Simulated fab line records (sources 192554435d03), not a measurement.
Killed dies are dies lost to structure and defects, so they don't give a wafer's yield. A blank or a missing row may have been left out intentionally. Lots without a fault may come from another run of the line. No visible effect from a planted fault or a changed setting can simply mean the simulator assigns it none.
Matching of chambers    flow n5-finfet    rie-diel-04 running N5_GATE_CUT_ETCH_19: 4 sister chambers
The step etches SiNx in CH3F/O2, target depth 53.7 nm, time 76.7 s. 4 wafers are shown with their chamber, then 10 later ones without.

WAFERS, EACH WITH ITS CHAMBER
wafer   chamber  drypump-motor-current-A (A)
L081.6  3        5.9
L082.5  2        4.9
L086.1  1        6.3
L086.2  0        5.3

WAFERS WITH NO CHAMBER GIVEN
wafer   drypump-motor-current-A (A)
L086.6  5.9
L088.1  5.3
L088.2  4.9
L088.5  6.2
L094.3  5.9
L094.4  4.9
L094.6  6.3
L095.1  5.3
L095.5  5.9
L095.6  5.3

EACH ONE'S CHAMBER
wafer   from the rows above  in truth
L086.6  3                    3
L088.1  0                    0
L088.2  2                    2
L088.5  1                    1
L094.3  3                    3
L094.4  2                    2
L094.6  1                    1
L095.1  0                    0
L095.5  3                    3
L095.6  0                    0
10 of 10 placed correctly. From these rows, 0 cannot be placed. Placed wrongly: 0.
How it was worked out, from the rows above alone: a wafer's distance from a chamber is the root of the sum, over the readings, of the square of ((its reading less the chamber's mean) divided by the reading's scatter). The wafer belongs to the nearest chamber; if the next one is less than 2 further off, it can't be placed. A chamber's mean is the mean of its shown wafers. The scatter: root of mean squared gap, hidden wafer to nearest shown wafer, with one shown wafer a chamber.
